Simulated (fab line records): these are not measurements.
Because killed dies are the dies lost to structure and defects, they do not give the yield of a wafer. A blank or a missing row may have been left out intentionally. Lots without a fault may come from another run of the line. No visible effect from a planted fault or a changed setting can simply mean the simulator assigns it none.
One fault seen from 2 desks / flow nand harc / what lay behind the numbers comes last; until then each desk has only its own

== FROM THE METROLOGY DESK ==
What the gauges read, lot by lot, whatever tool the lot ran on: means of the sampled wafers that have a number. A lot is out of limits, marked OUT, if its mean lies more than 4 standard deviations from the usual mean; the brackets give that distance.
Columns: A = thk nm at NHARC_A_ONON_D1_THK_MEAS_24, usual 1004 nm; B = thk nm at NHARC_A_ONON_D1_THK_MEAS_27, usual 1002 nm; C = overlay x nm at NHARC_A_CHANNEL_HOLE_D1_OVL_MEAS_11, usual -0.2 nm; D = overlay y nm at NHARC_A_CHANNEL_HOLE_D1_OVL_MEAS_11, usual -0.1 nm
lot=L553; first seen here=day 8 04:21; A=1014; B=998; C=0.7; D=-0.7
lot=L554; first seen here=day 8 16:03; A=1004; B=1003; C=0.5; D=0.5
lot=L555; first seen here=day 9 08:17; A=1009; B=1004; C=-0.3; D=-1.0
lot=L556; first seen here=day 9 08:17; A=993; B=1021; C=0.3; D=-0.3
lot=L557; first seen here=day 10 00:38; A=1000; B=994; C=0.4; D=0.5
lot=L558; first seen here=day 10 00:41; A=1003; B=1000; C=0.1; D=0.0
lot=L560; first seen here=day 10 23:20; A=1003; B=988; C=-2.1; D=-0.3
lot=L561; first seen here=day 11 14:58; A=990; B=993; C=0.8; D=-0.1
lot=L565; first seen here=day 13 01:11; A=1029; B=1009; C=-0.7; D=-0.6
lot=L566; first seen here=day 13 11:27; A=992; B=1003; C=0.7; D=-0.4
lot=L567; first seen here=day 14 07:41; A=1016; B=999; C=1.3; D=0.7
lot=L568; first seen here=day 14 07:50; A=1016; B=991; C=-0.4; D=-0.9
lot=L575; first seen here=day 17 11:11; A=1007; B=1015; C=-0.0; D=0.6
lot=L576; first seen here=day 17 17:47; A=1001; B=1010; C=0.2; D=-1.4
Finding of this desk: none of the 14 lots has anything out of limits.

== DESK OF THE TOOL OWNER: litho track-06 ==
Per lot that ran on this tool, the mean of the sampled wafers carrying a number, from the tool's own readings at NHARC_A_CHANNEL_HOLE_D1_SOFTBAKE_05 (time 55 s). A lot is out of limits, marked OUT, if its mean lies more than 4 standard deviations from the usual mean; the brackets give that distance.
Columns: A = heater power total W at NHARC_A_CHANNEL_HOLE_D1_SOFTBAKE_05, usual 188.45 W
lot=L555; first seen here=day 9 12:00; A=188.42
lot=L556; first seen here=day 9 14:00; A=188.46
lot=L557; first seen here=day 10 05:00; A=188.42
lot=L561; first seen here=day 11 18:00; A=188.44
lot=L565; first seen here=day 13 07:00; A=188.52
lot=L566; first seen here=day 13 19:00; A=233.42 (+99 or more) OUT
lot=L568; first seen here=day 14 12:00; A=278.14 (+99 or more) OUT
This desk finds L566, L568 out of limits, L566 being first, at day 13 19:00 (heater power total W at NHARC_A_CHANNEL_HOLE_D1_SOFTBAKE_05). Within limits: L555, L556, L557, L561, L565.

== TAKEN TOGETHER ==
An alarm could have come from the tool owner's desk at day 13 19:00, on L566, L568.
The metrology desk saw nothing out of limits.
The metrology desk has L566, L568 on record, within its limits.
On litho track-06, each named lot ran NHARC_A_CHANNEL_HOLE_D1_SOFTBAKE_05.

== WHAT WAS PUT IN BY THE SIMULATOR ==
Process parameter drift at NHARC_A_CHANNEL_HOLE_D1_SOFTBAKE_05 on litho track-06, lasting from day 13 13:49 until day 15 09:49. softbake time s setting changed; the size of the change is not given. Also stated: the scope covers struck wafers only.
Lots struck among those shown: L566, L568.
Time in hours from fault onset to the first out-of-limits reading at each desk: the tool owner's desk, 5.
